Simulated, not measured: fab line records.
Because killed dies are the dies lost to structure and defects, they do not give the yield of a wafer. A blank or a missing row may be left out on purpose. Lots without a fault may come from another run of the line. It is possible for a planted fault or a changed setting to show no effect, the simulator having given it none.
A lot that was struck, set against a sound lot :: flow n5_finfet :: 41 steps out of a route of 1938
Sound: the wafers L687.3, L687.5, L687.6. Struck: wafers L680.1, L680.6 (left out: L680.4, a lot-mate that was not struck); the cause follows at the end.
At each step with rows: each side's tool, then ch and its chambers, then its first start. Under that, the readings that differ: sound wafers :: struck wafers :: difference of the means :: sigmas: that difference in standard deviations of wafers without a fault.
alike: a reading whose means differ by less than 2 such deviations, as well as words and numbers matching on both sides. not compared: withheld readings; readings where some wafer has no value; bounds like >300 that might hide an equal value; numbers whose values overlap and for which the record gives no deviation.
A row with sigmas, a row that says differs or no value, or rows on one side alone: a step with any of these is where the two part. Numbers that have no deviation but don't overlap get no sigmas and don't part them. A reading that every wafer of one side lacks parts them only if that side has two wafers or more.

first, 12 steps without rows for these wafers: N5_DUMMY_REMOVAL_PRECLEAN_04 (cleans in DHF, time 37 s); N5_DUMMY_REMOVAL_SRD_05 (time 30 s); N5_HKMG_FIN_IL_REGROW_00 (material SiO2, chemistry O3, target thk 0.75 nm, time 30 s); N5_HKMG_FIN_HK_ALD_01 (deposits HfO2, target thk 1.6 nm, pulse time 3 s, purge time 3 s); N5_HKMG_FIN_HK_ANNEAL_02 (time 30 s); N5_HKMG_FIN_ALD_74 (deposits La2O3, target thk 0.5 nm, pulse time 6 s, co reactant pulse time 1 s); N5_HKMG_FIN_ALD_75 (deposits Al2O3, target thk 1 nm, co reactant pulse time 1 s); N5_HKMG_FIN_COAT_41 (time 60 s, resist thk 300 nm); N5_HKMG_FIN_COAT_42 (time 60 s, resist thk 35 nm); N5_HKMG_FIN_COAT_43 (resist thk 90 nm); N5_HKMG_FIN_EBR_45; N5_HKMG_FIN_SOFTBAKE_44 (time 60 s).
N5_HKMG_FIN_EXPOSE_46: exposes mask NDIPOLE.
  sound on arfi_scanner-03 ch 0, day 9 07:19; struck on arfi_scanner-01 ch 0, day 7 10:08
  alike: mask
then, 2 steps without rows for these wafers: N5_HKMG_FIN_PEB_47 (peb time 60 s); N5_HKMG_FIN_DEVELOP_48 (develop time 30 s).
N5_HKMG_FIN_CD_MEAS_49 targets a cd of 202 nm.
  sound on cd_sem-01 ch 0, day 9 07:26; struck on cd_sem-02 ch 0, day 7 10:16
reading: cd_nm (nm)
sound: 202.9 202.3 203.5
struck: 245.1 242.8
difference: +41.0
sigmas: +62
then, 1 step without rows for these wafers: N5_HKMG_FIN_DESCUM_53 (chemistry O2, time 7.9 s).
N5_HKMG_FIN_ETCH_54: etches SiARC in CF4, target depth 45.5 nm, time 75.8 s.
  sound on rie_diel-01 ch 1,2, day 9 07:34; struck on rie_diel-01 ch 0, day 7 10:43
reading: etch_rf_on_time_s (s)
sound: 74.7 75.3 74.7
struck: 78.5 78.2
difference: +3.4
sigmas: +3

reading: mfc_ar_sccm (sccm)
sound: 100.1 100.1 99.9
struck: 99.2 99.6
difference: -0.6
sigmas: -2

reading: model.HKMG_FIN.cd_offset_nm (nm)
sound: 0.8 -0.2 1.4
struck: 43.2 41
difference: +41.4
sigmas: 
  alike: drypump_motor_current_A, oes_product_au, rf_vpp_V, showerhead_plenum_p_Torr, throttle_valve_pct
  not compared: rf_hours_counter_h
then, 3 steps without rows for these wafers: N5_HKMG_FIN_ETCH_55 (etches SOC in N2/H2, target depth 240 nm, time 300 s); N5_HKMG_FIN_STRIP_56 (strips in N2/H2); N5_HKMG_FIN_STRIP_57 (strips in CF4).
N5_HKMG_FIN_ETCH_58: etches SOC in N2/H2, target depth 215.8 nm, time 741 s.
  sound on rie_diel-01 ch 1,2, day 9 07:49; struck on rie_diel-01 ch 0, day 7 11:07
reading: model.HKMG_FIN.cd_offset_nm (nm)
sound: 0.8 0.4 1.2
struck: 42.2 40.2
difference: +40.4
sigmas: 
  alike: drypump_motor_current_A, oes_product_au, rf_vpp_V, showerhead_plenum_p_Torr, throttle_valve_pct
  not compared: rf_hours_counter_h
then, 17 steps without rows for these wafers: N5_HKMG_FIN_STRIP_93 (strips SOC in N2/H2, time 20 s); N5_HKMG_FIN_WET_ETCH_76 (etches Al2O3 in dNH4OH, stops on La2O3, target depth 2.25 nm, rinse time 30 s); N5_HKMG_FIN_STRIP_60 (strips in N2/H2, time 360 s); N5_HKMG_FIN_WET_ETCH_77 (etches La2O3 in dHCl, stops on HfO2, target depth 2 nm); N5_HKMG_FIN_WET_ETCH_78 (etches Al2O3 in dNH4OH, stops on La2O3, target depth 4.5 nm, rinse time 30 s); N5_HKMG_FIN_ALD_79 (deposits TiN, target thk 1.5 nm, pulse time 1 s, purge time 3 s); N5_HKMG_FIN_CVD_62 (deposits a-Si from Si2H6, target thk 3 nm, time 20.8 s); N5_HKMG_FIN_RTA_80 (time 2 s); N5_HKMG_FIN_PRECLEAN_64 (cleans in dHF, time 30 s); N5_HKMG_FIN_WET_ETCH_65 (etches a-Si in TMAH, stops on TiN, time 49 s, target depth 3 nm); N5_HKMG_FIN_WET_ETCH_81 (etches TiN in SC1, stops on HfO2, time 57 s, target depth 6 nm); N5_HKMG_FIN_WET_ETCH_82 (etches La2O3 in dHCl, stops on HfO2, target depth 2 nm, rinse time 30 s); N5_HKMG_FIN_ALD_36 (deposits TiN, target thk 1 nm, pulse time 1 s, purge time 3 s); N5_HKMG_FIN_PWFM_ALD_03 (deposits TiN, target thk 2 nm, pulse time 1 s, purge time 3 s); N5_HKMG_FIN_COAT_29 (time 60 s, resist thk 300 nm); N5_HKMG_FIN_COAT_30 (time 60 s, resist thk 35 nm); N5_HKMG_FIN_COAT_06 (resist thk 90 nm).
N5_BEOL_M4_RC_MEAS_101:
  the record has rows for the sound wafers here (prober-02 ch 0, day 13 14:43) and none for the struck ones
-- record jumps: 9 days separate the struck wafers' starts on either side; left off in module BEOL_M4, taken up again in module PASSIVATION, whose first shown step is the route's number 1936 --
N5_PASSIVATION_PROBE_49:
  sound on prober-02 at day 17 12:32; struck on prober-02 at day 16 03:42
reading: defect_limited_yield (%)
sound: 91.1 91.8 91.8
struck: 12.1 20.4
difference: -75.3
sigmas: -50

reading: killed_at_front_end
sound: 38 34 38
struck: 970 881
difference: +889
sigmas: +81

reading: killed_dies
sound: 105 97 97
struck: 1037 939
difference: +888
sigmas: +52

reading: killed_on_rim
sound: 20 7 17
struck: 152 151
difference: +137
sigmas: +33

reading: sort_n_pass
sound: 1075 1083 1083
struck: 143 241
difference: -888
sigmas: -52

reading: sort_yield_pct (%)
sound: 91.1 91.8 91.8
struck: 12.1 20.4
difference: -75.3
sigmas: -50
  alike: killed_at_M0_to_M3, killed_at_M4_up, killed_at_contacts, killed_at_other, killed_open, killed_short, sort_bin_5_function, sort_bin_6_memory

WHERE THEY PART
First at N5_HKMG_FIN_CD_MEAS_49; last, within this record, at N5_PASSIVATION_PROBE_49.

WHY: whatever the simulator had introduced
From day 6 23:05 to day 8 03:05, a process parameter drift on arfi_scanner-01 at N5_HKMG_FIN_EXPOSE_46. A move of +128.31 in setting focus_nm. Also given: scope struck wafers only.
